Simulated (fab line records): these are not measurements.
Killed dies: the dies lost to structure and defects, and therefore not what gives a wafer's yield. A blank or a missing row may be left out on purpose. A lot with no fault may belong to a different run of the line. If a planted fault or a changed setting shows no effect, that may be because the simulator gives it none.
fab line records	flow nandHarc
record: lots: 24	wafers: 72	lastDay: 25
route steps=1159 shown A_CONTACT@904
lots that met no fault: taken from a fault-free run of the same line
startH: hours from the record's opening day to when the first of the lot's shown wafers began	waitH: hours since the lot's step before	" same as the row above	L1.1+2: one row covering several wafers at once	- no value, or no start was given	* or withheld: withheld	< > ~ a bound
route shown NAME@n: NAME is a module with steps in the file, n the number in the route of the first one	usual: mean and standard deviation over wafers with no fault	same: alike in all rows	chamber/n: place in a boat	sites: the reading at each site	_std_site: standard deviation of those values	_edge_site: outer sites' mean less inner sites'	radiusMm: how far each site lies from the wafer's centre	mask NAME#n: copy n	behind: the tool/chamber that last shaped the wafer	hold: the reason the lot was held/the length of the hold in hours/how it ended	device: transistor that didn't switch, given as n, p or np	end of line: the same wafers' tests at the end of the route	for a step that has no rows: nothing shown but its recipe	killed: dies lost to structure and defects at the first sort, not the wafer's yield	map: a wafer's dies, marking killed ones x, the rest . and places with no die _
set.NAME: the setting that was run; set.NAME@STEP: the one run at that earlier step	model.NAME: the simulator's own value behind a step, which no gauge read
the route's steps for a sample of lots (tables are steps, rows are wafers)
services: a tool's chamber out of use, with start hour (startH, from the record's first day; less than 0 if before it), hours out, and reason
== steps ==
step: NHARC_A_CONTACT_ETCH_124
recipe: sourceW: withheld	pressureMtorr: 20	biasV: withheld	timeS: 140	targetDepthA: 7000	arFlowSccm: withheld	c4f8FlowSccm: withheld	o2FlowSccm: withheld	chemistry: C4F8/O2/Ar
same: timeS: 140
lot.wafer	tool	chamber	startH	waitH	rfHoursCounterH
L074.2	harCapEtch-01	0	381.04	-	56
L074.4	"	0	"	"	-
L074.6	"	0	"	"	-
L078.3	harCapEtch-03	0	385.00	-	-
L078.5	"	0	"	"	-
L078.6	"	1	"	"	-
L075.4	harCapEtch-01	0	386.14	-	-
L075.5	"	0	"	"	-
L075.6	"	1	"	"	-
L076.1	harCapEtch-02	0	391.85	-	13
L076.4	"	1	"	"	-
L076.6	"	0	"	"	-
L079.2	harCapEtch-03	0	397.52	-	88
L079.1	"	1	"	"	88
L079.5	"	0	"	"	-
L077.3	harCapEtch-02	0	403.89	-	-
L077.5	"	0	"	"	-
L077.6	"	1	"	"	-
L082.4	harCapEtch-03	1	427.48	-	-
L082.3	"	0	"	"	-
L082.5	"	0	"	"	-
L081.1	harCapEtch-02	1	427.60	-	18
L081.4	"	1	"	"	-
L081.5	"	0	"	"	-
L080.2	harCapEtch-03	0	432.89	-	93
L080.1	"	1	"	"	93
L080.3	"	0	"	"	-
L084.2	harCapEtch-03	0	440.05	-	95
L084.1	"	1	"	"	95
L084.6	"	1	"	"	-
L085.1	harCapEtch-02	0	442.02	-	22
L085.2	"	1	"	"	22
L085.3	"	1	"	"	-
L086.2	harCapEtch-03	0	443.70	-	97
L086.1	"	1	"	"	97
L086.6	"	1	"	"	-
L083.2	harCapEtch-01	1	444.18	-	68
L083.3	"	0	"	"	-
L083.5	"	1	"	"	-
L087.1	harCapEtch-02	0	448.20	-	25
L087.4	"	1	"	"	-
L087.6	"	1	"	"	-
L088.1	harCapEtch-02	1	453.82	-	26
L088.3	"	0	"	"	-
L088.5	"	1	"	"	-
L090.2	harCapEtch-01	1	454.84	-	71
L090.3	"	0	"	"	-
L090.6	"	0	"	"	-
L089.1	harCapEtch-02	0	472.10	-	28
L089.4	"	0	"	"	-
L089.5	"	1	"	"	-
L094.2	harCapEtch-02	0	477.51	-	29
L094.3	"	0	"	"	-
L094.5	"	0	"	"	-
L091.2	harCapEtch-03	0	480.97	-	104
L091.3	"	1	"	"	-
L091.5	"	0	"	"	-
L092.3	harCapEtch-02	0	487.18	-	-
L092.5	"	1	"	"	-
L092.6	"	0	"	"	-
L093.2	harCapEtch-03	0	501.29	-	106
L093.4	"	1	"	"	-
L093.5	"	1	"	"	-
L097.1	harCapEtch-02	1	517.57	-	34
L097.5	"	1	"	"	-
L097.6	"	0	"	"	-
L095.1	harCapEtch-01	1	521.77	-	79
L095.3	"	1	"	"	-
L095.5	"	1	"	"	-
L096.3	harCapEtch-03	1	523.62	-	-
L096.6	"	1	"	"	-
L096.5	"	0	"	"	-
step: NHARC_A_CONTACT_ETCH_132
recipe: sourceW: withheld	pressureMtorr: 20	biasV: 1200	timeS: 156	targetDepthA: 9580	arFlowSccm: withheld	c4f8FlowSccm: withheld	o2FlowSccm: withheld	chemistry: C4F8/O2/Ar
same: timeS: 156
lot.wafer	tool	chamber	startH	waitH	rfHoursCounterH
L074.2	harCapEtch-01	0	382.23	0.1	57
L074.4	"	0	"	"	-
L074.6	"	0	"	"	-
L078.3	harCapEtch-03	0	386.56	0.2	-
L078.5	"	0	"	"	-
L078.6	"	1	"	"	-
L075.4	harCapEtch-01	0	387.31	0.1	-
L075.5	"	0	"	"	-
L075.6	"	1	"	"	-
L076.1	harCapEtch-02	0	393.04	0.1	14
L076.4	"	1	"	"	-
L076.6	"	0	"	"	-
L079.2	harCapEtch-03	0	399.11	0.2	89
L079.1	"	1	"	"	89
L079.5	"	0	"	"	-
L077.3	harCapEtch-02	0	405.44	0.2	-
L077.5	"	0	"	"	-
L077.6	"	1	"	"	-
L082.4	harCapEtch-03	1	428.65	0.1	-
L082.3	"	0	"	"	-
L082.5	"	0	"	"	-
L081.1	harCapEtch-02	1	428.78	0.1	19
L081.4	"	1	"	"	-
L081.5	"	0	"	"	-
L080.2	harCapEtch-03	0	434.09	0.1	94
L080.1	"	1	"	"	94
L080.3	"	0	"	"	-
L084.2	harCapEtch-03	0	441.24	0.1	96
L084.1	"	1	"	"	96
L084.6	"	1	"	"	-
L085.1	harCapEtch-02	0	443.21	0.1	23
L085.2	"	1	"	"	23
L085.3	"	1	"	"	-
L086.2	harCapEtch-03	0	444.90	0.1	98
L086.1	"	1	"	"	98
L086.6	"	1	"	"	-
L083.2	harCapEtch-01	1	445.36	0.1	69
L083.3	"	0	"	"	-
L083.5	"	1	"	"	-
L087.1	harCapEtch-02	0	449.39	0.1	26
L087.4	"	1	"	"	-
L087.6	"	1	"	"	-
L088.1	harCapEtch-02	1	455.27	0.1	27
L088.3	"	0	"	"	-
L088.5	"	1	"	"	-
L090.2	harCapEtch-01	1	456.04	0.1	72
L090.3	"	0	"	"	-
L090.6	"	0	"	"	-
L089.1	harCapEtch-02	0	473.28	0.1	29
L089.4	"	0	"	"	-
L089.5	"	1	"	"	-
L094.2	harCapEtch-02	0	478.70	0.1	30
L094.3	"	0	"	"	-
L094.5	"	0	"	"	-
L091.2	harCapEtch-03	0	482.16	0.1	105
L091.3	"	1	"	"	-
L091.5	"	0	"	"	-
L092.3	harCapEtch-02	0	488.36	0.1	-
L092.5	"	1	"	"	-
L092.6	"	0	"	"	-
L093.2	harCapEtch-03	0	502.58	0.1	107
L093.4	"	1	"	"	-
L093.5	"	1	"	"	-
L097.1	harCapEtch-02	1	518.76	0.1	35
L097.5	"	1	"	"	-
L097.6	"	0	"	"	-
L095.1	harCapEtch-01	1	522.95	0.1	80
L095.3	"	1	"	"	-
L095.5	"	1	"	"	-
L096.3	harCapEtch-03	1	524.79	0.1	-
L096.6	"	1	"	"	-
L096.5	"	0	"	"	-
step: NHARC_A_CONTACT_ETCH_97
recipe: targetDepthA: 200	overEtchFrac: 0.5	timeS: 10	ionEnergyEv: 250	c4f6FlowSccm: 25	o2FlowSccm: 20	arFlowSccm: 500	rfW: 600	biasW: 500	chemistry: C4F6/O2
usual: drypumpMotorCurrentA: 5.8/0.45	mfcArSccm: 499.9/1.6	oesProductAu: 0.959/0.022	rfVppV: 546/3.8	showerheadPlenumPTorr: 3.87/0.18	throttleValvePct: 26.903/0.009
same: timeS: 10
lot.wafer	tool	chamber	startH	waitH	drypumpMotorCurrentA	mfcArSccm	oesProductAu	rfHoursCounterH	rfVppV	showerheadPlenumPTorr	throttleValvePct
L074.4	rieDiel-03	2	-	-	5.8	500.1	0.971	29	548	3.94	26.904
L074.2	"	0	"	"	5.9	499.8	0.941	29	543	3.82	26.907
L074.6	"	2	"	"	5.8	501.9	0.958	-	547	3.94	26.913
L078.3	rieDiel-03	2	-	-	5.9	501.8	0.935	30	547	3.94	26.905
L078.6	"	2	"	"	5.9	500.3	0.938	-	547	3.94	26.906
L078.5	"	3	"	"	6.5	500.2	0.957	-	543	3.75	26.911
L075.4	rieDiel-13	0	-	-	6.2	498.4	0.965	34	541	3.71	26.888
L075.6	"	0	"	"	6.2	499.9	0.963	-	543	3.71	26.892
L075.5	"	1	"	"	6.0	498.7	0.936	-	542	3.81	26.913
L076.4	rieDiel-08	1	-	-	6.0	499.7	0.965	33	542	3.68	26.890
L076.1	"	2	"	"	5.0	499.4	0.952	33	542	3.72	26.903
L076.6	"	3	"	"	5.3	501.3	0.975	-	542	3.65	26.896
L079.2	rieDiel-13	0	-	-	6.2	495.8	0.946	38	543	3.71	26.912
L079.1	"	1	"	"	6.0	500.8	0.935	46	544	3.81	26.895
L079.5	"	3	"	"	6.1	501.2	0.934	-	552	4.16	26.894
L077.3	rieDiel-03	0	-	-	5.8	498.2	0.934	1	544	3.82	26.900
L077.6	"	2	"	"	5.9	496.8	0.954	-	546	3.94	26.911
L077.5	"	3	"	"	6.5	502.2	0.948	-	544	3.74	26.908
L082.3	rieDiel-03	0	-	-	5.9	502.1	0.948	3	546	3.82	26.911
L082.4	"	2	"	"	5.8	500.7	0.956	4	548	3.94	26.898
L082.5	"	0	"	"	5.9	501.4	0.963	-	545	3.82	26.897
L081.1	rieDiel-13	2	-	-	5.0	502.9	0.919	59	544	3.82	26.898
L081.4	"	3	"	"	6.1	499.6	0.954	56	552	4.16	26.912
L081.5	"	1	"	"	6.0	502.1	0.959	-	545	3.80	26.912
L080.3	rieDiel-13	0	-	-	6.2	499.9	0.978	51	542	3.70	26.901
L080.2	"	1	"	"	6.0	499.1	0.959	60	543	3.80	26.922
L080.1	"	2	"	"	5.0	499.0	0.953	61	545	3.82	26.913
L084.1	rieDiel-03	2	-	-	5.9	500.3	0.992	7	547	3.94	26.908
L084.2	"	3	"	"	6.5	497.7	1.004	7	543	3.74	26.890
L084.6	"	3	"	"	6.5	499.4	1.000	-	543	3.74	26.893
L085.2	rieDiel-08	1	-	-	6.0	501.5	0.956	52	542	3.67	26.900
L085.3	"	3	"	"	5.3	499.6	0.956	49	542	3.64	26.898
L085.1	"	0	"	"	5.4	500.4	0.928	47	543	3.73	26.899
L086.2	rieDiel-08	3	-	-	5.3	500.4	0.972	49	541	3.64	26.916
L086.1	"	1	"	"	6.0	499.7	0.943	52	541	3.67	26.902
L086.6	"	3	"	"	5.3	500.3	0.970	-	541	3.64	26.903
L083.3	rieDiel-13	2	-	-	5.0	499.3	0.928	64	545	3.82	26.908
L083.2	"	3	"	"	6.1	498.1	0.958	61	553	4.15	26.914
L083.5	"	2	"	"	5.0	498.9	0.923	-	546	3.82	26.902
L087.4	rieDiel-13	3	-	-	6.2	497.6	0.941	63	552	4.15	26.912
L087.1	"	2	"	"	5.0	501.0	0.928	66	545	3.82	26.897
L087.6	"	0	"	"	6.2	500.9	0.942	-	543	3.70	26.902
L088.1	rieDiel-03	1	456.24	0.2	5.4	496.9	0.996	12	551	4.16	26.907
L088.3	"	1	"	"	5.4	496.9	0.992	-	551	4.16	26.898
L088.5	"	2	"	"	5.8	499.1	0.971	-	546	3.93	26.911
L090.2	rieDiel-03	2	457.35	0.4	5.8	498.5	0.987	12	548	3.93	26.893
L090.3	"	1	"	"	5.4	501.2	1.005	-	552	4.16	26.911
L090.6	"	2	"	"	5.8	500.9	0.992	-	548	3.93	26.905
L089.1	rieDiel-08	2	-	-	5.0	499.6	0.964	58	543	3.70	26.884
L089.4	"	1	"	"	6.0	500.5	0.958	67	542	3.66	26.904
L089.5	"	3	"	"	5.4	499.8	0.996	-	541	3.63	26.893
L094.3	rieDiel-03	3	-	-	6.5	500.9	0.937	16	545	3.74	26.895
L094.2	"	1	"	"	5.4	498.3	0.952	16	552	4.15	26.917
L094.5	"	2	"	"	5.8	497.4	0.939	-	545	3.93	26.915
L091.3	rieDiel-03	0	-	-	5.9	500.7	0.941	12	546	3.81	26.895
L091.2	"	2	"	"	5.8	497.3	0.950	16	546	3.93	26.884
L091.5	"	1	"	"	5.4	502.2	0.948	-	553	4.15	26.912
L092.3	rieDiel-03	2	-	-	5.9	499.0	0.947	18	548	3.93	26.905
L092.5	"	0	"	"	5.9	498.6	0.945	-	544	3.81	26.905
L092.6	"	1	"	"	5.4	501.0	0.961	-	551	4.15	26.884
L093.4	rieDiel-08	1	-	-	6.0	499.3	1.020	7	552	4.22	26.914
L093.2	"	2	"	"	5.0	500.6	1.004	7	542	3.70	26.905
L093.5	"	1	"	"	6.0	500.7	1.026	-	553	4.22	26.911
L097.1	rieDiel-03	0	-	-	5.9	500.3	0.959	17	544	3.81	26.905
L097.5	"	3	"	"	6.5	502.2	0.955	-	543	3.73	26.892
L097.6	"	0	"	"	5.9	501.5	0.963	-	545	3.81	26.901
L095.3	rieDiel-13	2	-	-	5.0	499.6	0.975	22	544	3.81	26.890
L095.1	"	3	"	"	6.1	500.1	0.938	23	550	4.14	26.917
L095.5	"	1	"	"	6.0	500.0	0.965	-	543	3.78	26.909
L096.3	rieDiel-13	3	-	-	6.1	498.9	0.928	24	550	4.14	26.904
L096.6	"	0	"	"	6.2	501.1	0.942	-	544	3.69	26.923
L096.5	"	1	"	"	6.1	498.1	0.962	-	544	3.78	26.889
step: NHARC_A_CONTACT_ETCH_88
recipe: targetDepthA: 390	overEtchFrac: 0.3	timeS: 65	ionEnergyEv: 80	cf4FlowSccm: 150	arFlowSccm: 0	rfW: 300	biasW: 100	chemistry: CF4
usual: drypumpMotorCurrentA: 5.8/0.44	mfcArSccm: 0.006/0.0073	oesProductAu: 1.000/0.012	rfVppV: 150.9/1.3	showerheadPlenumPTorr: 1.74/0.081	throttleValvePct: 13.285/0.0092
same: timeS: 65
lot.wafer	tool	chamber	startH	waitH	drypumpMotorCurrentA	mfcArSccm	oesProductAu	rfHoursCounterH	rfVppV	showerheadPlenumPTorr	throttleValvePct
L074.4	rieDiel-13	0	388.31	0.1	6.2	0	1.010	34	150.6	1.67	13.299
L074.2	"	2	"	"	5.0	0	0.990	44	151.7	1.73	13.283
L074.6	"	0	"	"	6.1	0	0.999	-	148.2	1.67	13.285
L078.3	rieDiel-13	2	393.14	0.1	5.0	0	0.985	45	149.2	1.73	13.304
L078.5	"	3	"	"	6.1	0.004	1.012	-	152.1	1.88	13.283
L078.6	"	0	"	"	6.2	0	1.010	-	151.1	1.67	13.283
L075.4	rieDiel-13	2	394.42	0.1	5.0	0	0.976	45	150.3	1.73	13.278
L075.5	"	2	"	"	5.0	0	0.968	-	152.2	1.73	13.278
L075.6	"	3	"	"	6.1	0.004	0.996	-	154.5	1.88	13.279
L076.1	rieDiel-13	0	398.29	0.1	6.2	0	1.006	37	150.2	1.67	13.280
L076.4	"	1	"	"	6.0	0.007	0.989	46	149.9	1.72	13.282
L076.6	"	0	"	"	6.2	0	1.013	-	149.7	1.67	13.288
L079.1	rieDiel-13	3	403.84	0.1	6.2	0.004	1.006	46	152.8	1.88	13.269
L079.2	"	2	"	"	5.0	0	0.963	48	150.1	1.72	13.287
L079.5	"	3	"	"	6.1	0.004	0.997	-	151.1	1.88	13.282
L077.3	rieDiel-03	2	409.90	0.1	5.8	0.018	1.000	1	151.1	1.78	13.272
L077.6	"	3	"	"	6.5	0.016	1.006	-	151.3	1.69	13.287
L077.5	"	0	"	"	5.8	0	0.988	-	150.4	1.72	13.295
L082.3	rieDiel-13	3	434.89	0.1	6.2	0.004	0.992	57	152.9	1.87	13.285
L082.4	"	2	"	"	5.0	0	0.979	60	151.4	1.72	13.278
L082.5	"	3	"	"	6.2	0.004	1.002	-	152.1	1.88	13.292
L081.1	rieDiel-08	1	436.13	0.2	6.0	0.007	1.012	49	150.9	1.65	13.279
L081.4	"	2	"	"	5.0	0	0.982	47	150.0	1.67	13.282
L081.5	"	3	"	"	5.3	0	1.021	-	149.7	1.64	13.286
L080.3	rieDiel-03	1	439.18	0.1	5.4	0	0.987	5	152.9	1.88	13.285
L080.2	"	2	"	"	5.8	0.018	0.998	6	151.9	1.77	13.294
L080.1	"	0	"	"	5.8	0	0.992	6	151.5	1.72	13.292
L084.2	rieDiel-08	0	446.12	0.1	5.4	0	0.989	47	151.8	1.68	13.277
L084.1	"	1	"	"	6.0	0.007	1.004	52	148.1	1.65	13.298
L084.6	"	0	"	"	5.4	0	0.986	-	150.3	1.68	13.289
L085.3	rieDiel-03	3	447.40	0.1	6.5	0.016	1.010	9	150.8	1.68	13.282
L085.2	"	1	"	"	5.4	0	1.009	9	152.5	1.88	13.276
L085.1	"	2	"	"	5.8	0.018	0.988	9	152.7	1.77	13.273
L086.2	rieDiel-08	0	450.01	0.2	5.4	0	0.972	49	149.6	1.68	13.296
L086.1	"	1	"	"	6.0	0.007	1.011	54	149.2	1.65	13.286
L086.6	"	3	"	"	5.3	0	1.019	-	151.5	1.64	13.288
L083.2	rieDiel-08	1	450.62	0.2	6.0	0.007	1.010	54	149.4	1.65	13.286
L083.3	"	3	"	"	5.4	0	1.024	52	148.3	1.64	13.290
L083.5	"	2	"	"	5.0	0	0.985	-	150.5	1.67	13.286
L087.1	rieDiel-08	1	453.53	0.1	6.0	0.007	1.024	55	148.2	1.65	13.279
L087.4	"	3	"	"	5.3	0	1.032	-	149.3	1.64	13.295
L087.6	"	1	"	"	6.0	0.007	1.020	-	151.0	1.65	13.287
L088.3	rieDiel-03	3	460.78	0.1	6.5	0.016	1.002	12	151.6	1.68	13.294
L088.1	"	0	"	"	5.8	0	0.982	8	151.0	1.72	13.303
L088.5	"	1	"	"	5.4	0	1.011	-	153.3	1.88	13.311
L090.2	rieDiel-03	0	461.98	0.1	5.8	0	0.998	8	151.1	1.72	13.287
L090.3	"	2	"	"	5.8	0.018	0.996	13	151.2	1.77	13.285
L090.6	"	1	"	"	5.4	0	1.006	-	154.3	1.88	13.282
L089.1	rieDiel-03	1	477.68	0.1	5.4	0	1.012	15	152.0	1.88	13.274
L089.4	"	2	"	"	5.8	0.018	1.000	15	150.5	1.77	13.287
L089.5	"	3	"	"	6.5	0.016	0.999	-	149.8	1.68	13.287
L094.2	rieDiel-03	3	487.11	0.1	6.5	0.016	1.003	17	148.5	1.68	13.272
L094.3	"	1	"	"	5.4	0	1.006	17	152.3	1.87	13.281
L094.5	"	2	"	"	5.8	0.018	0.994	-	152.6	1.77	13.276
L091.2	rieDiel-03	1	490.08	0.2	5.4	0	1.006	18	151.8	1.87	13.306
L091.3	"	2	"	"	5.8	0.018	1.002	18	151.3	1.77	13.266
L091.5	"	0	"	"	5.8	0	0.999	-	151.7	1.72	13.261
L092.3	rieDiel-03	1	493.92	0.1	5.4	0	1.016	18	154.3	1.87	13.287
L092.6	"	0	"	"	5.9	0	1.001	-	149.5	1.72	13.283
L092.5	"	1	"	"	5.4	0	1.002	-	150.9	1.87	13.300
L093.4	rieDiel-03	0	506.56	0.1	5.9	0	0.993	14	151.4	1.72	13.291
L093.2	"	2	"	"	5.8	0.018	1.005	19	151.2	1.77	13.284
L093.5	"	3	"	"	6.5	0.016	0.993	-	151.1	1.68	13.269
L097.1	rieDiel-03	0	524.03	0.6	5.9	0	1.004	19	150.9	1.72	13.295
L097.5	"	1	"	"	5.3	0	1.011	-	151.2	1.87	13.259
L097.6	"	2	"	"	5.8	0.018	1.001	-	151.8	1.77	13.273
L095.1	rieDiel-03	1	528.60	0.1	5.4	0	1.000	25	152.7	1.87	13.276
L095.3	"	3	"	"	6.5	0.016	0.996	26	147.9	1.68	13.293
L095.5	"	1	"	"	5.4	0	1.007	-	152.8	1.87	13.271
L096.3	rieDiel-03	3	531.22	0.1	6.5	0.016	0.979	26	149.9	1.68	13.274
L096.5	"	1	"	"	5.4	0	1.016	-	152.3	1.87	13.287
L096.6	"	2	"	"	5.8	0.018	0.998	-	151.9	1.77	13.282
step: NHARC_A_CONTACT_ETCH_136
recipe: sourceW: withheld	pressureMtorr: 20	biasV: 3000	timeS: 132	targetDepthA: 12870	arFlowSccm: withheld	c4f8FlowSccm: withheld	o2FlowSccm: withheld	chemistry: C4F8/O2/Ar
same: timeS: 132
lot.wafer	tool	chamber	startH	waitH	rfHoursCounterH
L074.2	harCapEtch-03	0	389.56	0.1	87
L074.4	"	1	"	"	-
L074.6	"	1	"	"	-
L078.3	harCapEtch-03	0	394.53	0.1	-
L078.5	"	1	"	"	-
L078.6	"	0	"	"	-
L075.4	harCapEtch-01	0	395.75	0.1	-
L075.5	"	0	"	"	-
L075.6	"	1	"	"	-
L076.1	harCapEtch-01	0	399.58	0.1	61
L076.4	"	1	"	"	-
L076.6	"	1	"	"	-
L079.1	harCapEtch-03	1	405.19	0.1	90
L079.2	"	0	"	"	90
L079.5	"	1	"	"	-
L077.3	harCapEtch-01	1	411.17	0.1	-
L077.6	"	0	"	"	-
L077.5	"	1	"	"	-
L082.4	harCapEtch-01	0	436.20	0.1	-
L082.3	"	1	"	"	-
L082.5	"	1	"	"	-
L081.1	harCapEtch-02	0	437.35	0.1	21
L081.4	"	0	"	"	-
L081.5	"	1	"	"	-
L080.2	harCapEtch-02	0	440.49	0.1	22
L080.1	"	1	"	"	22
L080.3	"	0	"	"	-
L084.1	harCapEtch-01	1	447.38	0.1	69
L084.2	"	0	"	"	69
L084.6	"	0	"	"	-
L085.2	harCapEtch-01	0	448.80	0.1	70
L085.1	"	1	"	"	70
L085.3	"	0	"	"	-
L086.2	harCapEtch-03	1	451.39	0.1	99
L086.1	"	0	"	"	99
L086.6	"	1	"	"	-
L083.2	harCapEtch-01	1	452.05	0.1	71
L083.3	"	1	"	"	-
L083.5	"	1	"	"	-
L087.1	harCapEtch-03	1	455.08	0.1	100
L087.4	"	1	"	"	-
L087.6	"	1	"	"	-
L088.1	harCapEtch-03	0	462.01	0.1	101
L088.3	"	1	"	"	-
L088.5	"	0	"	"	-
L090.2	harCapEtch-02	0	463.23	0.1	27
L090.3	"	0	"	"	-
L090.6	"	1	"	"	-
L089.1	harCapEtch-01	0	478.91	0.1	75
L089.4	"	0	"	"	-
L089.5	"	0	"	"	-
L094.2	harCapEtch-01	1	488.53	0.1	76
L094.3	"	0	"	"	-
L094.5	"	0	"	"	-
L091.2	harCapEtch-03	0	491.37	0.1	105
L091.3	"	1	"	"	-
L091.5	"	1	"	"	-
L092.3	harCapEtch-01	0	495.21	0.1	-
L092.6	"	1	"	"	-
L092.5	"	0	"	"	-
L093.2	harCapEtch-01	0	507.89	0.1	77
L093.4	"	1	"	"	-
L093.5	"	1	"	"	-
L097.1	harCapEtch-01	0	525.45	0.1	80
L097.5	"	0	"	"	-
L097.6	"	1	"	"	-
L095.1	harCapEtch-03	1	529.86	0.1	111
L095.3	"	0	"	"	-
L095.5	"	0	"	"	-
L096.3	harCapEtch-03	0	532.49	0.1	-
L096.5	"	1	"	"	-
L096.6	"	0	"	"	-
step: NHARC_A_CONTACT_ETCH_139
recipe: sourceW: withheld	pressureMtorr: 20	biasV: 400	timeS: 137	targetDepthA: 5900	arFlowSccm: withheld	c4f8FlowSccm: 11.5	o2FlowSccm: 7.2	chemistry: C4F8/O2/Ar
same: timeS: 137
lot.wafer	tool	chamber	startH	waitH	rfHoursCounterH
L074.2	harCapEtch-03	0	389.95	0.1	87
L074.4	"	1	"	"	-
L074.6	"	1	"	"	-
L078.3	harCapEtch-03	0	395.09	0.2	-
L078.5	"	1	"	"	-
L078.6	"	0	"	"	-
L075.4	harCapEtch-01	0	396.15	0.1	-
L075.5	"	0	"	"	-
L075.6	"	1	"	"	-
L076.1	harCapEtch-01	0	399.97	0.1	61
L076.4	"	1	"	"	-
L076.6	"	1	"	"	-
L079.1	harCapEtch-03	1	405.68	0.1	90
L079.2	"	0	"	"	90
L079.5	"	1	"	"	-
L077.3	harCapEtch-01	1	411.59	0.2	-
L077.6	"	0	"	"	-
L077.5	"	1	"	"	-
L082.4	harCapEtch-01	0	436.61	0.1	-
L082.3	"	1	"	"	-
L082.5	"	1	"	"	-
L081.1	harCapEtch-02	0	437.72	0.1	21
L081.4	"	0	"	"	-
L081.5	"	1	"	"	-
L080.2	harCapEtch-02	0	440.86	0.1	22
L080.1	"	1	"	"	22
L080.3	"	0	"	"	-
L084.1	harCapEtch-01	1	447.74	0.1	69
L084.2	"	0	"	"	69
L084.6	"	0	"	"	-
L085.2	harCapEtch-01	0	449.17	0.1	70
L085.1	"	1	"	"	70
L085.3	"	0	"	"	-
L086.2	harCapEtch-03	1	451.76	0.1	100
L086.1	"	0	"	"	100
L086.6	"	1	"	"	-
L083.2	harCapEtch-01	1	452.44	0.1	71
L083.3	"	1	"	"	-
L083.5	"	1	"	"	-
L087.1	harCapEtch-03	1	455.45	0.1	100
L087.4	"	1	"	"	-
L087.6	"	1	"	"	-
L088.1	harCapEtch-03	0	462.37	0.1	101
L088.3	"	1	"	"	-
L088.5	"	0	"	"	-
L090.2	harCapEtch-02	0	463.62	0.1	28
L090.3	"	0	"	"	-
L090.6	"	1	"	"	-
L089.1	harCapEtch-01	0	479.30	0.1	75
L089.4	"	0	"	"	-
L089.5	"	0	"	"	-
L094.2	harCapEtch-01	1	488.91	0.1	76
L094.3	"	0	"	"	-
L094.5	"	0	"	"	-
L091.2	harCapEtch-03	0	491.74	0.1	106
L091.3	"	1	"	"	-
L091.5	"	1	"	"	-
L092.3	harCapEtch-01	0	495.62	0.2	-
L092.6	"	1	"	"	-
L092.5	"	0	"	"	-
L093.2	harCapEtch-01	0	508.38	0.1	77
L093.4	"	1	"	"	-
L093.5	"	1	"	"	-
L097.1	harCapEtch-01	0	525.81	0.1	81
L097.5	"	0	"	"	-
L097.6	"	1	"	"	-
L095.1	harCapEtch-03	1	530.23	0.1	111
L095.3	"	0	"	"	-
L095.5	"	0	"	"	-
L096.3	harCapEtch-03	0	532.91	0.2	-
L096.5	"	1	"	"	-
L096.6	"	0	"	"	-
== services ==
tool	chamber	startH	hours	kind
harCapEtch-03	-	365.51	0.3	repair
rieDiel-03	0	371.31	-	clean
rieDiel-03	1	371.31	-	clean
rieDiel-03	2	371.31	-	clean
rieDiel-03	3	371.31	-	clean
harCapEtch-02	-	386.57	0.4	repair
rieDiel-03	-	392.31	9.0	pm
rieDiel-03	0	392.31	9.0	ventCycle
rieDiel-03	1	392.31	9.0	ventCycle
rieDiel-03	2	392.31	9.0	ventCycle
rieDiel-03	3	392.31	9.0	ventCycle
rieDiel-03	0	401.31	-	clean
rieDiel-03	1	401.31	-	clean
rieDiel-03	2	401.31	-	clean
rieDiel-03	2	401.31	-	consumableReplace:focusRing
rieDiel-03	3	401.31	-	clean
rieDiel-03	0	425.81	-	clean
rieDiel-03	0	443.50	13.9	repair
rieDiel-13	-	453.05	9.0	pm
rieDiel-03	3	454.87	3.4	repair
harCapEtch-02	-	456.12	2.6	repair
rieDiel-08	-	478.98	9.0	pm
rieDiel-13	3	489.67	2.4	repair
rieDiel-13	0	525.76	2.4	repair
== key ==
fault none
